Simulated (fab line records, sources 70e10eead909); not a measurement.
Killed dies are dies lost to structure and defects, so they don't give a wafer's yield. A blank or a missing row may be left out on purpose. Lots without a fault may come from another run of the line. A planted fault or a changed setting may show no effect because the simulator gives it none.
fab line records | flow nand_harc
record lots=5 wafers=15 last_day=25
route steps=1159 shown A_SGD_CUT@750 END@1159
lots that met no fault: from a run of the same line without faults
start_h: hours from the record's first day to the start of the lot's first wafer shown | wait_h: hours since the lot's step before | " the same as in the row above | L1.1+2: a row that stands for several wafers | - no value, or no start given | * or withheld: withheld | < > ~ a bound
route shown NAME@n: a module of which the file shows steps, and the number in the route of the first | usual: mean/standard deviation of fault-free wafers | same: alike in all rows | chamber/n: place in a boat | sites: the reading at each site | _std_site: their standard deviation | _edge_site: outer sites' mean less inner sites' | radius_mm: how far each site lies from the wafer's centre | mask NAME#n: copy n | behind: the tool/chamber that last shaped the wafer | hold: why the lot was held/for how many hours/how that ended | device: the transistor (n, p or np) that didn't switch | end of line: the same wafers' tests at the end of the route | a step without rows: its recipe alone | killed: dies lost to structure and defects at the first sort, not the wafer's yield | map: a wafer's dies, x killed, . not, _ none there
set.NAME: the setting as run; set.NAME@STEP: as run at that earlier step | model.NAME: the simulator's own value behind a step, which no gauge read
lots at some steps of the route; a table a step, a row a wafer
services: from which hour (start_h, from the record's first day; less than 0 if before it) a tool's chamber was out of use, for how many hours, and why
## steps
# step NHARC_A_SGD_CUT_COAT_56
# recipe temp_c=260 time_s=75
# step NHARC_A_SGD_CUT_COAT_57
# recipe temp_c=225 time_s=65
# step NHARC_A_SGD_CUT_COAT_03
# recipe spin_rpm=1500 resist_thk_nm=90
# step NHARC_A_SGD_CUT_SOFTBAKE_04
# recipe temp_c=105 time_s=55
# step NHARC_A_SGD_CUT_EBR_05
# step NHARC_A_SGD_CUT_EXPOSE_06
# recipe na=1.35 dose_mj=85.59 mask_id=SGD
# step NHARC_A_SGD_CUT_PEB_07
# recipe peb_temp_c=100 peb_time_s=65
# step NHARC_A_SGD_CUT_DEVELOP_08
# recipe develop_time_s=35 dev_temp_c=23
# step NHARC_A_SGD_CUT_CD_MEAS_09
# recipe target_cd_nm=100 landing_energy_ev=500
# usual cd_nm=100.0/0.79
# columns lot.wafer tool chamber start_h wait_h cd_nm
L493.2 cd_sem-01 0 322.65 - 99.9
L493.4 " 0 " " 99.8
L493.5 " 0 " " 99.5
L495.3 cd_sem-01 0 339.73 - 99.5
L495.5 " 0 " " 100.8
L495.6 " 0 " " 101.6
L513.2 cd_sem-01 0 444.78 - 99.6
L513.3 " 0 " " 99.6
L513.4 " 0 " " 101.4
L514.1 cd_sem-03 0 451.89 - 100.2
L514.3 " 0 " " 99.0
L514.6 " 0 " " 100.7
L512.2 cd_sem-03 0 452.17 - 99.3
L512.3 " 0 " " 100.1
L512.5 " 0 " " 100.1
# step NHARC_A_SGD_CUT_OVL_MEAS_10
# usual overlay_x_nm=0.1/0.66 overlay_y_nm=-0.3/0.93
# columns lot.wafer tool chamber start_h wait_h overlay_x_nm overlay_y_nm
L493.2 overlay-02 - 322.74 - 1.0 0.1
L493.4 " - " " 1.0 -0.1
L493.5 " - " " 0.9 0.1
L495.3 overlay-02 - 339.82 - 0.1 1.1
L495.5 " - " " 0.3 1.3
L495.6 " - " " 0.5 1.0
L513.2 overlay-02 - 444.86 - 0.5 -1.0
L513.3 " - " " 0.9 -1.4
L513.4 " - " " 0.6 -0.6
L514.1 overlay-01 - 451.97 - -0.4 0.9
L514.3 " - " " -0.6 0.6
L514.6 " - " " -0.8 0.3
L512.2 overlay-01 - 452.26 - -1.0 -1.2
L512.3 " - " " -1.0 -1.2
L512.5 " - " " -1.6 -1.3
# step NHARC_A_SGD_CUT_INSPECT_11
# usual raw_defect_count=15/8.2
# columns lot.wafer tool chamber start_h wait_h raw_defect_count
L493.2 defect_inspect-01 - 322.77 0.0 8
L493.4 " - " " 8
L493.5 " - " " 5
L495.3 defect_inspect-01 - 339.85 0.0 9
L495.5 " - " " 7
L495.6 " - " " 5
L513.2 defect_inspect-01 - 444.90 0.0 14
L513.3 " - " " 10
L513.4 " - " " 12
L514.1 defect_inspect-01 - 452.01 0.0 8
L514.3 " - " " 10
L514.6 " - " " 6
L512.2 defect_inspect-01 - 452.30 0.0 13
L512.3 " - " " 13
L512.5 " - " " 17
# step NHARC_A_SGD_CUT_DESCUM_14
# recipe time_s=3 o2_flow_sccm=200 ar_flow_sccm=0 bias_power_w=0 chemistry=O2
# usual drypump_motor_current_A=5.7/0.38 o2_flow_sccm=200.0/0.95 oes_product_au=0.996/0.015 rf_vpp_V=57.8/0.95 showerhead_plenum_p_Torr=1.90/0.075 throttle_valve_pct=11.311/0.0094
# columns lot.wafer tool chamber start_h wait_h drypump_motor_current_A o2_flow_sccm oes_product_au rf_hours_counter_h rf_vpp_V showerhead_plenum_p_Torr throttle_valve_pct
L493.2 rie_diel-12 2 322.86 0.1 5.5 200.3 0.982 9 57.1 1.86 11.318
L493.4 " 3 " " 5.1 200.4 0.996 - 57.5 1.78 11.311
L493.5 " 0 " " 5.9 199.7 1.015 - 58.2 1.93 11.316
L495.3 rie_diel-12 1 339.93 0.1 5.6 199.9 1.022 7 56.4 1.92 11.307
L495.5 " 3 " " 5.1 199.3 0.995 - 57.5 1.78 11.308
L495.6 " 0 " " 5.9 200.2 1.016 - 58.2 1.93 11.315
L513.2 rie_diel-10 0 444.96 0.1 5.7 200.6 1.002 9 57.3 1.80 11.305
L513.4 " 1 " " 5.6 200.3 0.976 10 59.2 1.92 11.301
L513.3 " 2 " " 5.0 199.7 0.978 10 58.7 1.87 11.288
L514.1 rie_diel-10 1 452.10 0.1 5.6 200.1 0.996 11 58.4 1.92 11.311
L514.3 " 3 " " 5.4 200.0 1.003 10 57.8 1.94 11.317
L514.6 " 0 " " 5.7 200.5 0.997 - 57.3 1.80 11.287
L512.3 rie_diel-12 0 452.37 0.1 5.9 200.2 0.997 5 57.6 1.92 11.313
L512.2 " 1 " " 5.6 200.1 1.004 4 56.5 1.92 11.313
L512.5 " 2 " " 5.5 198.9 0.975 - 58.4 1.86 11.311
# step NHARC_A_SGD_CUT_ETCH_58
# recipe target_depth_a=390 over_etch_frac=0.3 time_s=65 ion_energy_ev=80 cf4_flow_sccm=150 ar_flow_sccm=0 rf_w=300 bias_w=100 chemistry=CF4
# usual drypump_motor_current_A=5.7/0.37 oes_product_au=0.997/0.013 rf_fwd_power_W=297.5/1.2 rf_vpp_V=151.2/1.2 showerhead_plenum_p_Torr=1.76/0.063 throttle_valve_pct=13.283/0.01
# columns lot.wafer tool chamber start_h wait_h drypump_motor_current_A oes_product_au rf_fwd_power_W rf_hours_counter_h rf_vpp_V showerhead_plenum_p_Torr throttle_valve_pct
L493.2 rie_diel-12 2 322.94 0.1 5.5 0.997 295.8 9 151.7 1.72 13.271
L493.5 " 0 " " 5.9 1.019 297.7 - 151.8 1.78 13.282
L493.4 " 3 " " 5.1 0.987 298.8 - 149.2 1.65 13.303
L495.3 rie_diel-12 0 340.00 0.1 5.9 0.757 177.7 10 151.4 1.78 13.307
L495.5 " 0 " " 6.0 0.753 175.3 - 153.0 1.78 13.287
L495.6 " 1 " " 5.7 1.012 297.5 - 151.6 1.77 13.275
L513.2 rie_diel-10 2 445.05 0.1 4.9 0.974 299.1 10 151.0 1.73 13.281
L513.4 " 3 " " 5.4 0.999 298.7 9 152.1 1.79 13.295
L513.3 " 0 " " 5.7 0.998 298.7 9 150.0 1.67 13.295
L514.3 rie_diel-10 2 452.19 0.1 4.9 0.979 298.0 10 151.9 1.73 13.282
L514.1 " 0 " " 5.7 0.999 298.7 9 149.6 1.67 13.301
L514.6 " 1 " " 5.6 0.985 295.4 - 152.0 1.77 13.284
L512.2 rie_diel-12 3 452.45 0.1 5.1 0.983 297.7 6 149.7 1.65 13.278
L512.3 " 0 " " 5.9 1.005 295.7 5 151.2 1.78 13.278
L512.5 " 2 " " 5.5 0.983 298.2 - 152.2 1.72 13.290
# step NHARC_A_SGD_CUT_ETCH_59
# recipe target_depth_a=2600 over_etch_frac=0.25 time_s=406.25 ion_energy_ev=200 n2_flow_sccm=150 h2_flow_sccm=150 ar_flow_sccm=0 rf_w=400 bias_w=150 chemistry=N2/H2
# usual drypump_motor_current_A=5.7/0.39 oes_product_au=0.996/0.013 rf_fwd_power_W=399.3/1.3 rf_vpp_V=430.2/2.4 showerhead_plenum_p_Torr=2.03/0.083 throttle_valve_pct=14.171/0.0089
# columns lot.wafer tool chamber start_h wait_h drypump_motor_current_A oes_product_au rf_fwd_power_W rf_hours_counter_h rf_vpp_V showerhead_plenum_p_Torr throttle_valve_pct
L493.2 rie_diel-12 3 - - 5.1 0.992 399.3 8 425.9 1.89 14.178
L493.4 " 0 " " 5.9 1.008 398.8 - 430.1 2.05 14.169
L493.5 " 2 " " 5.5 0.994 401.1 - 430.1 1.98 14.175
L495.3 rie_diel-12 1 - - 5.6 1.019 401.4 7 430.2 2.04 14.176
L495.5 " 0 " " 5.9 1.015 400.3 - 431.4 2.05 14.183
L495.6 " 1 " " 5.6 1.008 397.4 - 431.6 2.04 14.166
L513.3 rie_diel-10 3 - - 5.4 0.999 400.8 10 432.3 2.07 14.166
L513.2 " 0 " " 5.7 1.002 395.8 9 428.5 1.91 14.173
L513.4 " 1 " " 5.7 0.990 397.6 10 430.3 2.05 14.170
L514.3 rie_diel-10 2 - - 5.0 0.983 402.8 10 428.1 1.99 14.172
L514.1 " 1 " " 5.7 0.984 400.3 11 431.3 2.05 14.168
L514.6 " 3 " " 5.4 0.990 399.4 - 432.2 2.07 14.181
L512.3 rie_diel-12 0 - - 5.9 1.008 399.3 5 431.9 2.05 14.171
L512.2 " 3 " " 5.1 0.978 399.0 6 426.2 1.89 14.164
L512.5 " 1 " " 5.6 1.006 399.5 - 429.9 2.04 14.172
# step NHARC_END_SORT_01
# recipe temp_c=25
# usual killed_at_array=24/8.7 killed_at_other=0.8/1.2 killed_at_periphery=3.6/2.3 killed_dies=28/8.9 killed_open=3.2/1.9 killed_short=2.0/1.6
# same gross_dies=677
# columns lot.wafer tool chamber start_h wait_h hold killed_at_array killed_at_other killed_at_periphery killed_dies killed_open killed_short
L493.2 prober-01 0 473.17 2.8 - 17 0 1 18 3 1
L493.4 prober-01 0 474.76 3.4 - 23 1 6 30 4 7
L493.5 prober-01 0 475.55 3.7 - 20 0 1 21 2 2
L495.3 prober-01 0 481.69 3.1 await_dispo/1.9h/release 668 0 9 677 3 3
L495.5 prober-01 0 483.29 3.7 await_dispo/1.9h/release 671 0 6 677 5 1
L495.6 prober-01 0 484.09 4.0 await_dispo/1.9h/release 9 0 2 11 3 2
L513.2 prober-01 0 578.15 2.8 - 12 1 1 14 0 1
L513.3 prober-01 0 578.96 3.1 - 15 1 0 16 2 2
L513.4 prober-01 0 579.76 3.4 - 12 0 2 14 3 0
L514.1 prober-01 0 585.15 2.5 - 19 5 5 29 7 1
L514.3 prober-01 0 586.72 3.1 - 15 3 7 25 3 1
L514.6 prober-01 0 589.07 3.9 - 20 2 4 26 2 1
L512.2 prober-02 0 586.03 2.8 - 15 2 3 20 4 1
L512.3 prober-02 0 586.84 3.1 - 20 3 2 25 5 2
L512.5 prober-02 0 588.44 3.7 - 22 0 5 27 4 2
# killed by level:class
L493.2 A_STAIRCASE:chamber_film_flake=4 A_SLIT:chamber_film_flake=4 A_CONTACT:chamber_film_flake=4 A_CONTACT:geometric_particle:open=2 A_CHANNEL_FILL_D1:geometric_particle:open=1 A_WL_FILL:geometric_particle:short=1 P_STI:chamber_film_flake=1 A_CHANNEL_HOLE_D1:chamber_film_flake=1
L493.4 A_SLIT:chamber_film_flake=7 A_STAIRCASE:chamber_film_flake=4 A_WL_FILL:geometric_particle:short=2 A_CONTACT:geometric_particle:open=2 A_M0:geometric_particle:short=2 P_ZERO_WELL:chamber_film_flake=2 P_STI:chamber_film_flake=2 P_M0:geometric_particle:short=1
L493.5 A_SLIT:chamber_film_flake=12 A_CONTACT:chamber_film_flake=2 P_M1:geometric_particle:short=1 A_ONON_D1:geometric_particle:open=1 A_CHANNEL_HOLE_D1:geometric_particle:short=1 A_CONTACT:geometric_particle:open=1 A_CHANNEL_HOLE_D1:chamber_film_flake=1 A_WL_FILL:chamber_film_flake=1
L495.3 A_SGD_CUT:area_etch=658 P_STI:chamber_film_flake=5 A_STAIRCASE:chamber_film_flake=5 A_CHANNEL_HOLE_D1:chamber_film_flake=2 P_GATE:geometric_particle:short=1 P_CONTACT:geometric_particle:open=1 P_CONTACT:geometric_particle:short=1 P_M0:geometric_particle:open=1
L495.5 A_SGD_CUT:area_etch=659 A_STAIRCASE:chamber_film_flake=5 P_M0:geometric_particle:open=2 A_CONTACT:chamber_film_flake=2 P_M2:geometric_particle:short=1 P_M2:geometric_particle:open=1 A_CONTACT:geometric_particle:open=1 A_M1:geometric_particle:open=1
L495.6 A_CONTACT:geometric_particle:open=2 A_CHANNEL_HOLE_D1:chamber_film_flake=2 P_M0:geometric_particle:short=1 A_M1:geometric_particle:short=1 A_M1:geometric_particle:open=1 P_STI:chamber_film_flake=1 A_STAIRCASE:chamber_film_flake=1 A_SLIT:chamber_film_flake=1
L513.2 A_CHANNEL_HOLE_D1:chamber_film_flake=7 A_CONTACT:chamber_film_flake=2 A_WL_FILL:geometric_particle:short=1 P_ZERO_WELL:chamber_film_flake=1 A_STAIRCASE:chamber_film_flake=1 A_SLIT:chamber_film_flake=1 HYBRID_BOND:chamber_film_flake=1
L513.3 A_CHANNEL_HOLE_D1:chamber_film_flake=4 A_WL_FILL:geometric_particle:short=2 A_CONTACT:geometric_particle:open=2 A_STAIRCASE:chamber_film_flake=2 A_CONTACT:chamber_film_flake=2 A_ZERO_WELL:chamber_film_flake=1 A_CHANNEL_FILL_D1:chamber_film_flake=1 A_BONDPAD:chamber_film_flake=1
L513.4 A_CHANNEL_HOLE_D1:chamber_film_flake=3 A_CONTACT:chamber_film_flake=3 A_CONTACT:geometric_particle:open=2 P_ZERO_WELL:chamber_film_flake=2 A_WL_FILL:geometric_particle:open=1 A_ZERO_WELL:chamber_film_flake=1 A_CHANNEL_FILL_D1:chamber_film_flake=1 A_SLIT:chamber_film_flake=1
L514.1 A_CONTACT:chamber_film_flake=8 THIN_TSV:chamber_film_flake=4 A_STAIRCASE:chamber_film_flake=3 A_CONTACT:geometric_particle:open=2 P_STI:chamber_film_flake=2 A_CHANNEL_FILL_D1:chamber_film_flake=2 P_CONTACT:geometric_particle:open=1 P_M0:geometric_particle:open=1
L512.2 A_CHANNEL_HOLE_D1:chamber_film_flake=7 A_BLC:geometric_particle:open=2 A_WL_FILL:chamber_film_flake=2 A_CONTACT:chamber_film_flake=2 THIN_TSV:chamber_film_flake=2 P_GATE:geometric_particle:open=1 P_M0:geometric_particle:open=1 A_BLC:geometric_particle:short=1
L514.3 P_STI:chamber_film_flake=5 A_CHANNEL_FILL_D1:chamber_film_flake=4 A_CONTACT:chamber_film_flake=4 THIN_TSV:chamber_film_flake=3 A_CONTACT:geometric_particle:open=2 A_STAIRCASE:chamber_film_flake=2 P_M1:geometric_particle:open=1 A_M0:geometric_particle:short=1
L512.3 A_CHANNEL_HOLE_D1:chamber_film_flake=5 A_CONTACT:chamber_film_flake=4 A_ZERO_WELL:chamber_film_flake=3 THIN_TSV:chamber_film_flake=3 P_GATE:geometric_particle:open=1 P_CONTACT:geometric_particle:open=1 A_CHANNEL_FILL_D1:geometric_particle:open=1 A_CONTACT:geometric_particle:open=1
L512.5 A_CHANNEL_HOLE_D1:chamber_film_flake=10 A_CONTACT:chamber_film_flake=4 A_STAIRCASE:chamber_film_flake=3 A_CONTACT:geometric_particle:open=2 P_GATE:geometric_particle:short=1 P_CONTACT:geometric_particle:short=1 P_M1:geometric_particle:open=1 A_WL_FILL:geometric_particle:open=1
L514.6 A_CONTACT:chamber_film_flake=11 P_STI:chamber_film_flake=3 A_CONTACT:geometric_particle:open=2 THIN_TSV:chamber_film_flake=2 A_WL_FILL:chamber_film_flake=2 A_M0:geometric_particle:short=1 P_GATE:chamber_film_flake=1 A_CHANNEL_HOLE_D1:unspecified=1
# map L495.3 (x killed, . not)
____________x____________
_________xxxxxxx_________
_______xxxxxxxxxxx_______
______xxxxxxxxxxxxx______
_____xxxxxxxxxxxxxxx_____
____xxxxxxxxxxxxxxxxx____
____xxxxxxxxxxxxxxxxx____
___xxxxxxxxxxxxxxxxxxx___
___xxxxxxxxxxxxxxxxxxx___
__xxxxxxxxxxxxxxxxxxxxx__
__xxxxxxxxxxxxxxxxxxxxx__
_xxxxxxxxxxxxxxxxxxxxxxx_
_xxxxxxxxxxxxxxxxxxxxxxx_
_xxxxxxxxxxxxxxxxxxxxxxx_
_xxxxxxxxxxxxxxxxxxxxxxx_
_xxxxxxxxxxxxxxxxxxxxxxx_
xxxxxxxxxxxxxxxxxxxxxxxxx
xxxxxxxxxxxxxxxxxxxxxxxxx
xxxxxxxxxxxxxxxxxxxxxxxxx
xxxxxxxxxxxxxxxxxxxxxxxxx
xxxxxxxxxxxxxxxxxxxxxxxxx
_xxxxxxxxxxxxxxxxxxxxxxx_
_xxxxxxxxxxxxxxxxxxxxxxx_
_xxxxxxxxxxxxxxxxxxxxxxx_
_xxxxxxxxxxxxxxxxxxxxxxx_
_xxxxxxxxxxxxxxxxxxxxxxx_
__xxxxxxxxxxxxxxxxxxxxx__
__xxxxxxxxxxxxxxxxxxxxx__
___xxxxxxxxxxxxxxxxxxx___
___xxxxxxxxxxxxxxxxxxx___
____xxxxxxxxxxxxxxxxx____
____xxxxxxxxxxxxxxxxx____
_____xxxxxxxxxxxxxxx_____
______xxxxxxxxxxxxx______
_______xxxxxxxxxxx_______
_________xxxxxxx_________
____________x____________
# map L493.4 (x killed, . not)
____________.____________
_________.x....._________
_______..........._______
______.............______
_____.....x........._____
____.................____
____.................____
___...................___
___...............x...___
__.....................__
__..xxx......x.........__
_x.....................x_
_............x.........._
_...........x...x......._
_............x...x......_
_.........x............._
.........................
.........................
.........................
.........................
.........................
_..............x........_
_......................._
_......................._
_.x....................._
_...x..................._
__....x................__
__........x...........x__
___...................___
___..........x........___
____...x.............____
____.x...............____
_____x.x............_____
______xxx..........______
_______x.........._______
_________......._________
____________.____________
## services
# columns tool chamber start_h hours kind
rie_diel-12 0 309.41 - clean
rie_diel-12 1 309.41 - clean
rie_diel-12 2 309.41 - clean
rie_diel-12 3 309.41 - clean
rie_diel-10 - 311.99 18.9 repair
rie_diel-12 1 313.79 10.2 repair
rie_diel-12 0 333.91 - clean
rie_diel-12 1 333.91 - clean
rie_diel-12 2 333.91 - clean
rie_diel-12 3 333.91 - clean
rie_diel-10 2 336.56 20.2 repair
rie_diel-10 0 347.06 13.5 repair
rie_diel-10 - 353.52 9.0 pm
rie_diel-12 0 358.41 - clean
rie_diel-12 1 358.41 - clean
rie_diel-12 2 358.41 - clean
rie_diel-12 3 358.41 - clean
rie_diel-10 0 371.03 9.7 repair
rie_diel-12 - 379.41 9.0 pm
rie_diel-12 0 379.41 9.0 vent_cycle
rie_diel-12 1 379.41 9.0 vent_cycle
rie_diel-12 2 379.41 9.0 vent_cycle
rie_diel-12 3 379.41 9.0 vent_cycle
rie_diel-12 0 388.41 - clean
## key
first_sign step=NHARC_A_SGD_CUT_ETCH_58 reading=rf_fwd_power_W direction=down sigmas=98 usual=* struck=*
effect step=NHARC_A_SGD_CUT_ETCH_58 reading=oes_product_au direction=down sigmas=18 usual=0.997 struck=0.755
effect step=NHARC_END_SORT_01 reading=killed_at_array direction=up sigmas=74 usual=24 struck=670
more_kills_born_at NHARC_A_SGD_CUT_ETCH_58@rie_diel-12=1317
met_at NHARC_A_SGD_CUT_ETCH_58
struck_wafers L495.3,L495.5
later_rows_left_out L495.3,L495.5
tester_left_out L495
onset_between 322.94 340.00
fault kind=process_parameter_drift tool=rie_diel-12 chamber=0 onset_h=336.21 steps=NHARC_A_SGD_CUT_ETCH_58 channel=rf_w offset=* shape=step end_h=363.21 acts_in=* stated=*
# tester_left_out: of these lots the tester's yield and bins aren't shown, on N5 and GAA mostly nor the transistor test; their killed dies are dies lost to structure and defects alone, not to doping, threshold or leakage, so they don't give the yield
# later_rows_left_out: the simulator's readings of these wafers behind a module that went badly wrong aren't trusted and aren't shown, but for the sort
